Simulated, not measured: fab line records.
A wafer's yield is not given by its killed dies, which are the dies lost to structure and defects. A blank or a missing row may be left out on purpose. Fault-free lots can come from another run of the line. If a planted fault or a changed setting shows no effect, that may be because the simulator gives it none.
fab line records -- flow n5_finfet
record lots=4, wafers=11, last_day=17
route steps=1938 shown BEOL_M4@1099 BEOL_M5@1112 BEOL_M8@1332 PASSIVATION@1936
lots with no fault: from the same line, run without faults
start_h: start of the lot's first displayed wafer, in hours after the record's first day -- wait_h: how many hours have passed since the lot's step before this one -- " as in the row above -- L1.1+2: several wafers, shown together as one row -- - no value present, or no start provided -- * or withheld: withheld -- < > ~ a bound
route shown NAME@n: a module of which the file shows steps, and the number in the route of the first -- usual: mean/standard deviation taken from wafers without a fault -- same: alike in all rows -- chamber/n: place in a boat -- sites: each site's reading -- _std_site: the values' standard deviation -- _edge_site: mean of outer sites minus mean of inner sites -- radius_mm: how far each site lies from the wafer's centre -- mask NAME#n: copy n -- behind: tool/chamber where the wafer was last shaped -- hold: the reason the lot was held/the length of the hold in hours/how it ended -- device: which transistor (n, p or np) failed to switch -- end of line: the route-end tests of the same wafers -- a step with no rows: only its recipe -- killed: not the wafer's yield, but the dies lost to structure and defects at the first sort -- map: per-die view of a wafer (x killed, . not killed, _ where there is no die)
set.NAME: the setting that was run; set.NAME@STEP: the one run at that earlier step -- model.NAME: the simulator's own value behind a step, which no gauge read
lots at selected steps of the route; one table per step, one row per wafer
services: the hour from which a tool's chamber was out of use, counted from the record's first day as start_h (under 0 if before that day), plus the number of hours and why
## steps
# step N5_BEOL_M4_ANNEAL_95
# recipe temp_c=400, time_s=240, ambient=vacuum
# step N5_BEOL_M4_SPUTTER_96
# recipe material=Cu, target_thk_a=45, temp_c=-20, chamber_pressure_pa=0.07, power_w=withheld, time_s=8.29
# step N5_BEOL_M4_ECD_50
# recipe material=Cu, target_thk_a=3000
# step N5_BEOL_M4_ANNEAL_51
# recipe temp_c=225, time_s=90, ambient=N2
# step N5_BEOL_M4_CMP_52
# recipe stop_on=SiOC, t_overpolish_s=6.8, down_force_psi=1, platen_rpm=50, clearing_platen_down_force_psi=1.5, clearing_platen_rpm=50, post_cmp_clean=cu_alkaline, target_thk_nm=40, clearing_platen_pad_velocity_m_s=0.99484, pad_velocity_m_s=0.99484
# step N5_BEOL_M4_PRE_CLEAN_60
# recipe gas=NH3/H2, time_s=15, temp_c=*, rf_power_w=300
# step N5_BEOL_M4_CO_CAP_55
# recipe material=Co, target_thk_a=20, temp_c=200, precursor=CCTBA/H2, pressure_torr=30, time_s=102.1
# step N5_BEOL_M4_PRE_CLEAN_56
# recipe gas=NH3, time_s=15, temp_c=withheld, rf_power_w=300
# step N5_BEOL_M4_DEP_57
# recipe material=SiCN, target_thk_a=80, temp_c=withheld, precursor=3MS/NH3, pressure_torr=3, rf_w=202, time_s=14
# step N5_BEOL_M4_RC_MEAS_101
# usual DIBL_N=36.1/1.5, DIBL_P=36.1/1.9, IOFF_N=0.159/0.029, IOFF_P=0.21/0.038, ION_N=675/11, ION_P=464/8.1, SS_N=71.5/0.57, SS_P=73.3/0.64, VT_N=249/3.1, VT_P=-250/3.8
lot.wafer,tool,chamber,start_h,wait_h,DIBL_N[mV/V],DIBL_P[mV/V],IOFF_N[nA/um],IOFF_P[nA/um],ION_N[uA/um],ION_P[uA/um],SS_N[mV/dec],SS_P[mV/dec],VT_N[mV],VT_P[mV]
L215.3,prober-02,0,193.20,0.4,33.5,33.5,0.125,0.17,664,457,71.5,72.7,251,-256
L215.5,prober-02,0,193.20,0.4,35.7,34.8,0.148,0.19,676,462,71.3,73.4,252,-253
L215.6,prober-02,0,193.20,0.4,32.4,32.2,0.111,0.16,666,458,70.1,72.4,253,-253
L217.2,prober-02,0,199.85,0.2,37.1,36.0,0.168,0.21,689,466,71.5,73.3,247,-250
L217.3,prober-02,0,199.85,0.2,38.0,36.6,0.181,0.22,684,468,72.0,73.3,245,-251
L217.4,prober-02,0,199.85,0.2,35.9,34.7,0.140,0.19,678,465,72.1,72.8,249,-251
L228.5,prober-01,0,270.14,0.6,36.6,37.7,0.169,0.20,675,457,72.3,73.7,251,-254
L228.6,prober-01,0,270.14,0.6,37.5,38.5,0.180,0.20,678,460,72.7,73.3,248,-253
L233.3,prober-02,0,306.34,0.3,36.7,36.3,0.176,0.27,684,475,70.9,73.5,246,-244
L233.4,prober-02,0,306.34,0.3,35.1,35.1,0.153,0.27,675,482,70.9,73.0,249,-242
L233.5,prober-02,0,306.34,0.3,37.2,36.5,0.166,0.28,673,471,72.3,73.6,251,-243
# step N5_BEOL_M5_ILD_DEP_00
# recipe material=SiCOH_lowk, target_thk_a=1406.4, temp_c=300, precursor=DEMS/porogen, pressure_torr=5, rf_w=500, time_s=25.9
# step N5_BEOL_M5_CURE_79
# recipe temp_c=385, time_s=240, ambient=He/Ar, material=SiCOH_lowk
# step N5_BEOL_M5_PECVD_70
# recipe material=SiO2, target_thk_a=160, temp_c=400, precursor=TEOS/O2, pressure_torr=5.5, rf_w=450, teos_flow_sccm=53.8, gas=O2, flow_sccm=3000, time_s=18
# step N5_BEOL_M5_HM_DEP_02
# recipe material=TiN, target_thk_a=200, temp_c=25, chamber_pressure_pa=0.49996
# step N5_BEOL_M5_COAT_59
# recipe resist=SOC, temp_c=250, time_s=60, spin_rpm=1500, resist_thk_nm=60
# step N5_BEOL_M5_COAT_60
# recipe resist=SiARC, temp_c=220, time_s=60, spin_rpm=1500, resist_thk_nm=12
# step N5_BEOL_M5_COAT_71
# recipe resist=underlayer, temp_c=205, time_s=60, spin_rpm=1500, resist_thk_nm=5
# step N5_BEOL_M5_COAT_05
# recipe resist=CAR-EUV, spin_rpm=1500, resist_thk_nm=30
# step N5_BEOL_M5_EBR_07
# recipe solvent=PGMEA, ebr_width_mm=1.5
# step N5_BEOL_M5_SOFTBAKE_06
# recipe temp_c=110, time_s=60, resist=CAR-EUV
# step N5_BEOL_M5_EXPOSE_08
# recipe mask_id=M5, na=0.33, source_shape=annular, sigma_inner=0.4, sigma_outer=0.8, polarization=unpolarized, target_cd_nm=28, dose_mj=35.75
# step N5_BEOL_M5_PEB_09
# recipe peb_temp_c=100, peb_time_s=60, resist=CAR-EUV
# step N5_BEOL_M5_DEVELOP_10
# recipe develop_time_s=30, developer=TMAH, resist=CAR-EUV, rinse_liquid=surfactant_rinse, dry=air_spin, dev_temp_c=23
# step N5_BEOL_M5_DESCUM_16
# recipe chemistry=O2, time_s=7, source_power_w=50, bias_power_w=20, pressure_mtorr=20, rf_frequency_hz=2.712e+07, temp_c=40, resist=CAR-EUV, o2_flow_sccm=225
# step N5_BEOL_M5_ETCH_72
# recipe chemistry=N2/H2, target=underlayer, target_depth_a=65, mask_material=CAR-EUV, time_s=5.2, ion_energy_ev=200, pressure_mtorr=30, source_w=840, bias_w=150, n2_flow_sccm=200, h2_flow_sccm=200, ends=cleared
# step N5_BEOL_M5_ETCH_61
# recipe chemistry=CF4, target=SiARC, target_depth_a=156, mask_material=CAR-EUV, time_s=26, ion_energy_ev=80, pressure_mtorr=40, source_w=545, bias_w=36, Ar_flow_sccm=100, cf4_flow_sccm=100, ends=cleared
# step N5_BEOL_M5_ETCH_62
# recipe chemistry=N2/H2, target=SOC, target_depth_a=750, overetch_a=150, mask_material=SiARC, temp_c=40, time_s=112.5, ion_energy_ev=200, pressure_mtorr=30, source_w=840, bias_w=150, n2_flow_sccm=200, h2_flow_sccm=200
# step N5_BEOL_M5_STRIP_63
# recipe chemistry=N2/H2, temp_c=40, n2_flow_sccm=200, h2_flow_sccm=200, rf_frequency_hz=6e+07
# step N5_BEOL_M5_STRIP_73
# recipe chemistry=N2/H2, temp_c=40, n2_flow_sccm=200, h2_flow_sccm=200, rf_frequency_hz=6e+07
# step N5_BEOL_M5_STRIP_64
# recipe chemistry=CF4, resist=SiARC, power_w=300, bias_power_w=75, pressure_mtorr=50, cf4_flow_sccm=150, rf_frequency_hz=6e+07
# step N5_BEOL_M5_HM_OPEN_17
# recipe chemistry=Cl2/BCl3, target_depth_a=200, overetch_a=60, target=TiN, mask_material=SOC, ion_energy_ev=150, pressure_mtorr=10, icp_w=1000, bias_w=126, Cl2_flow_sccm=53.25, bcl3_flow_sccm=21.75, Ar_flow_sccm=25
# step N5_BEOL_M5_STRIP_19
# recipe chemistry=O2, power_w=400, temp_c=40, pressure_mtorr=30, rf_frequency_hz=6e+07, bias_power_w=0, overash_fraction=0.2, o2_flow_sccm=225
# step N5_BEOL_M5_COAT_65
# recipe resist=SOC, temp_c=250, time_s=60, spin_rpm=1500, resist_thk_nm=60
# step N5_BEOL_M5_COAT_66
# recipe resist=SiARC, temp_c=220, time_s=60, spin_rpm=1500, resist_thk_nm=12
# step N5_BEOL_M8_ILD_DEP_00
# recipe material=SiCOH_lowk, target_thk_a=1797.5, temp_c=300, precursor=DEMS/porogen, pressure_torr=5, rf_w=500, time_s=33.4
# usual heater_power_w=323/64, showerhead_plenum_p_Torr=5.734/0.013, susceptor_temp_C=300.03/0.19, throttle_valve_pct=13.9/0.59
lot.wafer,tool,chamber,start_h,wait_h,heater_power_w,showerhead_plenum_p_Torr,susceptor_temp_C,throttle_valve_pct,model.SiCOH_lowk_of_BEOL_M8_ILD_DEP_00.thk_nm
L215.3,pecvd-04,0,219.81,0.0,292,5.744,299.83,13.9,178.8
L215.5,pecvd-04,0,219.81,0.0,288,5.729,300.05,13.8,180.6
L215.6,pecvd-04,2,219.81,0.0,250,5.747,299.83,14.3,178.2
L217.2,pecvd-02,2,226.21,0.0,341,5.706,300.14,13.6,178.2
L217.3,pecvd-02,1,226.21,0.0,329,5.728,299.92,14.0,178.4
L217.4,pecvd-02,2,226.21,0.0,347,5.698,300.10,13.8,181
L228.5,pecvd-02,2,316.28,0.1,372,5.717,300.35,13.7,278
L228.6,pecvd-02,1,316.28,0.1,300,5.733,299.93,13.5,182.4
L233.3,pecvd-02,1,339.74,0.0,332,5.725,299.89,13.8,179.4
L233.4,pecvd-02,0,339.74,0.0,355,5.739,299.97,13.8,180.4
L233.5,pecvd-02,1,339.74,0.0,339,5.743,300.09,14.0,280.8
# step N5_BEOL_M8_THK_MEAS_01
# recipe reads=SiCOH_lowk_of_BEOL_M8_ILD_DEP_00
# usual M8_ILD_THK=154.4/1.9
lot.wafer,tool,chamber,start_h,wait_h,M8_ILD_THK[nm]
L215.3,film_metro-01,-,220.38,0.3,154.2
L215.5,film_metro-01,-,220.38,0.3,155.8
L215.6,film_metro-01,-,220.38,0.3,153.6
L217.2,film_metro-02,-,226.79,0.4,153.7
L217.3,film_metro-02,-,226.79,0.4,153.9
L217.4,film_metro-02,-,226.79,0.4,156.1
L228.5,film_metro-01,-,316.84,0.1,241.3
L228.6,film_metro-01,-,316.84,0.1,157.1
L233.3,film_metro-01,-,340.32,0.3,154.7
L233.4,film_metro-01,-,340.32,0.3,155.7
L233.5,film_metro-01,-,340.32,0.3,243.6
# step N5_BEOL_M8_CMP_52
# recipe stop_on=SiCOH_lowk, t_overpolish_s=6.9, down_force_psi=1, platen_rpm=50, clearing_platen_down_force_psi=1.5, clearing_platen_rpm=50, post_cmp_clean=cu_alkaline, target_thk_nm=80, clearing_platen_pad_velocity_m_s=0.99484, pad_velocity_m_s=0.99484
# usual motor_current_A=5.8/0.49, pad_life_wafers=924/640, platen_rpm=50.00/0.032
lot.wafer,tool,chamber,start_h,wait_h,motor_current_A,pad_life_wafers,platen_rpm,model.SiCOH_lowk_of_BEOL_M8_ILD_DEP_00.thk_nm
L215.3,cmp-02,1,226.56,0.2,5.7,1482,50.01,151.2
L215.5,cmp-02,1,226.56,0.2,5.2,-,50.03,152.8
L215.6,cmp-02,2,226.56,0.2,6.7,-,49.99,150.8
L217.3,cmp-03,0,234.26,0.2,6.2,421,49.98,150.8
L217.2,cmp-03,1,234.26,0.2,5.4,422,50.03,150.6
L217.4,cmp-03,2,234.26,0.2,6.2,423,50.00,153
L228.6,cmp-02,2,322.42,0.2,6.5,-,49.97,154.4
L228.5,cmp-02,3,322.42,0.2,5.4,-,49.96,238.2
L233.4,cmp-02,1,345.92,0.4,5.5,349,50.01,152.6
L233.3,cmp-02,2,345.92,0.4,6.5,350,49.98,151.8
L233.5,cmp-02,0,345.92,0.4,5.9,-,50.00,240.4
# step N5_PASSIVATION_PROBE_49
# usual defect_limited_yield=91.5/1.6, killed_at_M0_to_M3=33/10, killed_at_M4_up=13/5.6, killed_at_contacts=13/6, killed_at_front_end=39/12, killed_at_other=3.0/2.8, killed_dies=101/19, killed_on_rim=13/4, killed_open=65/13, killed_short=32/8.3, sort_bin_5_function=5.0/1, sort_bin_6_memory=3.1/0.69, sort_n_pass=1079/19, sort_yield_pct=91.5/1.6
# same gross_dies=1180, killed_at_back_side=0, sort_bin_4_leakage[%]=0, sort_bin_8_speed[%]=0
lot.wafer,tool,chamber,start_h,wait_h,defect_limited_yield[%],killed_at_M0_to_M3,killed_at_M4_up,killed_at_contacts,killed_at_front_end,killed_at_other,killed_dies,killed_on_rim,killed_open,killed_short,sort_bin_5_function[%],sort_bin_6_memory[%],sort_n_pass,sort_yield_pct[%]
L228.5,prober-02,-,389.69,0.2,0,13,1117,19,29,2,1180,152,47,21,97.1,2.8,0,0
L233.5,prober-02,-,415.02,0.2,0,24,1113,4,34,5,1180,152,41,31,98.5,1.4,0,0
# killed by level:class
L228.5 BEOL_M8:area_etch=1112 MOL_CONTACT_COAG:geometric_particle:open=16 BEOL_M3:geometric_particle:open=8 STARTING-WAFER:geometric_particle:short=6 STI_FIN_REVEAL:geometric_particle:open=5 DUMMY_GATE:geometric_particle:open=3 SPACER0:geometric_particle:short=3 MOL_CONTACT_COAG:geometric_particle:short=3
L233.5 BEOL_M8:area_etch=1106 FIN_SAQP:geometric_particle:short=8 BEOL_M2:geometric_particle:open=7 DUMMY_GATE:geometric_particle:open=6 GATE_CUT:geometric_particle:short=6 FIN_SAQP:geometric_particle:open=5 MOL_CONTACT_COAG:geometric_particle:open=4 BEOL_M0_SAQP:geometric_particle:open=4
# map L228.5 (x killed, . not)
_________________xxxxxxxxxxxx________________
______________xxxxxxxxxxxxxxxxxx_____________
___________xxxxxxxxxxxxxxxxxxxxxxxx__________
__________xxxxxxxxxxxxxxxxxxxxxxxxxx_________
________xxxxxxxxxxxxxxxxxxxxxxxxxxxxxx_______
_______xxxxxxxxxxxxxxxxxxxxxxxxxxxxxxxx______
______xxxxxxxxxxxxxxxxxxxxxxxxxxxxxxxxxx_____
_____xxxxxxxxxxxxxxxxxxxxxxxxxxxxxxxxxxxx____
____xxxxxxxxxxxxxxxxxxxxxxxxxxxxxxxxxxxxxx___
___xxxxxxxxxxxxxxxxxxxxxxxxxxxxxxxxxxxxxxxx__
___xxxxxxxxxxxxxxxxxxxxxxxxxxxxxxxxxxxxxxxx__
__xxxxxxxxxxxxxxxxxxxxxxxxxxxxxxxxxxxxxxxxxx_
__xxxxxxxxxxxxxxxxxxxxxxxxxxxxxxxxxxxxxxxxxx_
_xxxxxxxxxxxxxxxxxxxxxxxxxxxxxxxxxxxxxxxxxxxx
_xxxxxxxxxxxxxxxxxxxxxxxxxxxxxxxxxxxxxxxxxxxx
_xxxxxxxxxxxxxxxxxxxxxxxxxxxxxxxxxxxxxxxxxxxx
_xxxxxxxxxxxxxxxxxxxxxxxxxxxxxxxxxxxxxxxxxxxx
_xxxxxxxxxxxxxxxxxxxxxxxxxxxxxxxxxxxxxxxxxxxx
_xxxxxxxxxxxxxxxxxxxxxxxxxxxxxxxxxxxxxxxxxxxx
_xxxxxxxxxxxxxxxxxxxxxxxxxxxxxxxxxxxxxxxxxxxx
_xxxxxxxxxxxxxxxxxxxxxxxxxxxxxxxxxxxxxxxxxxxx
__xxxxxxxxxxxxxxxxxxxxxxxxxxxxxxxxxxxxxxxxxx_
__xxxxxxxxxxxxxxxxxxxxxxxxxxxxxxxxxxxxxxxxxx_
___xxxxxxxxxxxxxxxxxxxxxxxxxxxxxxxxxxxxxxxx__
___xxxxxxxxxxxxxxxxxxxxxxxxxxxxxxxxxxxxxxxx__
____xxxxxxxxxxxxxxxxxxxxxxxxxxxxxxxxxxxxxx___
_____xxxxxxxxxxxxxxxxxxxxxxxxxxxxxxxxxxxx____
______xxxxxxxxxxxxxxxxxxxxxxxxxxxxxxxxxx_____
_______xxxxxxxxxxxxxxxxxxxxxxxxxxxxxxxx______
________xxxxxxxxxxxxxxxxxxxxxxxxxxxxxx_______
__________xxxxxxxxxxxxxxxxxxxxxxxxxx_________
___________xxxxxxxxxxxxxxxxxxxxxxxx__________
______________xxxxxxxxxxxxxxxxxx_____________
_________________xxxxxxxxxxxx________________
# map L233.5 (x killed, . not)
_________________xxxxxxxxxxxx________________
______________xxxxxxxxxxxxxxxxxx_____________
___________xxxxxxxxxxxxxxxxxxxxxxxx__________
__________xxxxxxxxxxxxxxxxxxxxxxxxxx_________
________xxxxxxxxxxxxxxxxxxxxxxxxxxxxxx_______
_______xxxxxxxxxxxxxxxxxxxxxxxxxxxxxxxx______
______xxxxxxxxxxxxxxxxxxxxxxxxxxxxxxxxxx_____
_____xxxxxxxxxxxxxxxxxxxxxxxxxxxxxxxxxxxx____
____xxxxxxxxxxxxxxxxxxxxxxxxxxxxxxxxxxxxxx___
___xxxxxxxxxxxxxxxxxxxxxxxxxxxxxxxxxxxxxxxx__
___xxxxxxxxxxxxxxxxxxxxxxxxxxxxxxxxxxxxxxxx__
__xxxxxxxxxxxxxxxxxxxxxxxxxxxxxxxxxxxxxxxxxx_
__xxxxxxxxxxxxxxxxxxxxxxxxxxxxxxxxxxxxxxxxxx_
_xxxxxxxxxxxxxxxxxxxxxxxxxxxxxxxxxxxxxxxxxxxx
_xxxxxxxxxxxxxxxxxxxxxxxxxxxxxxxxxxxxxxxxxxxx
_xxxxxxxxxxxxxxxxxxxxxxxxxxxxxxxxxxxxxxxxxxxx
_xxxxxxxxxxxxxxxxxxxxxxxxxxxxxxxxxxxxxxxxxxxx
_xxxxxxxxxxxxxxxxxxxxxxxxxxxxxxxxxxxxxxxxxxxx
_xxxxxxxxxxxxxxxxxxxxxxxxxxxxxxxxxxxxxxxxxxxx
_xxxxxxxxxxxxxxxxxxxxxxxxxxxxxxxxxxxxxxxxxxxx
_xxxxxxxxxxxxxxxxxxxxxxxxxxxxxxxxxxxxxxxxxxxx
__xxxxxxxxxxxxxxxxxxxxxxxxxxxxxxxxxxxxxxxxxx_
__xxxxxxxxxxxxxxxxxxxxxxxxxxxxxxxxxxxxxxxxxx_
___xxxxxxxxxxxxxxxxxxxxxxxxxxxxxxxxxxxxxxxx__
___xxxxxxxxxxxxxxxxxxxxxxxxxxxxxxxxxxxxxxxx__
____xxxxxxxxxxxxxxxxxxxxxxxxxxxxxxxxxxxxxx___
_____xxxxxxxxxxxxxxxxxxxxxxxxxxxxxxxxxxxx____
______xxxxxxxxxxxxxxxxxxxxxxxxxxxxxxxxxx_____
_______xxxxxxxxxxxxxxxxxxxxxxxxxxxxxxxx______
________xxxxxxxxxxxxxxxxxxxxxxxxxxxxxx_______
__________xxxxxxxxxxxxxxxxxxxxxxxxxx_________
___________xxxxxxxxxxxxxxxxxxxxxxxx__________
______________xxxxxxxxxxxxxxxxxx_____________
_________________xxxxxxxxxxxx________________
## services
tool,chamber,start_h,hours,kind
cmp-02,-,196.25,2.8,repair
cmp-02,-,258.45,4.3,repair
cmp-02,-,267.14,0.2,repair
pecvd-04,0,271.90,10.6,repair
pecvd-02,-,278.99,1.1,repair
pecvd-02,0,297.90,5.5,scheduled_down
cmp-02,-,300.52,4.0,pm
cmp-02,-,304.52,-,consumable_replace:conditioner
cmp-02,-,304.52,-,consumable_replace:pad
pecvd-04,0,320.09,16.5,scheduled_down
cmp-03,-,326.15,2.9,repair
cmp-03,-,331.98,1.0,repair
cmp-03,-,336.65,0.8,repair
## key
first_sign step=N5_BEOL_M8_THK_MEAS_01, reading=M8_ILD_THK, direction=up, sigmas=47, usual=154.4, struck=242.4
effect step=N5_PASSIVATION_PROBE_49, reading=killed_at_M4_up, direction=up, sigmas=99+, usual=13, struck=1115
model_effect step=N5_BEOL_M8_ILD_DEP_00, value=SiCOH_lowk_of_BEOL_M8_ILD_DEP_00.thk_nm, without=180.3, struck=279.4
model_effect step=N5_BEOL_M8_CMP_52, value=SiCOH_lowk_of_BEOL_M8_ILD_DEP_00.thk_nm, without=152.5, struck=239.3
more_kills_born_at N5_BEOL_M8_ETCH_41@rie_diel-01=1112, N5_BEOL_M8_ETCH_41@rie_diel-06=1106
met_at N5_BEOL_M8_ILD_DEP_00
struck_wafers L228.5,L233.5
later_rows_left_out L228.5,L233.5
onset_between 226.21 316.28
fault kind=process_parameter_drift, tool=pecvd-02, chamber=-, onset_h=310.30, steps=N5_BEOL_M8_ILD_DEP_00, channel=time_s, offset=*, shape=step, end_h=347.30, scope=struck_wafers_only, acts_in=*, stated=*
# later_rows_left_out: the simulator's readings of these wafers behind a module that went badly wrong aren't trusted and aren't shown, but for the sort
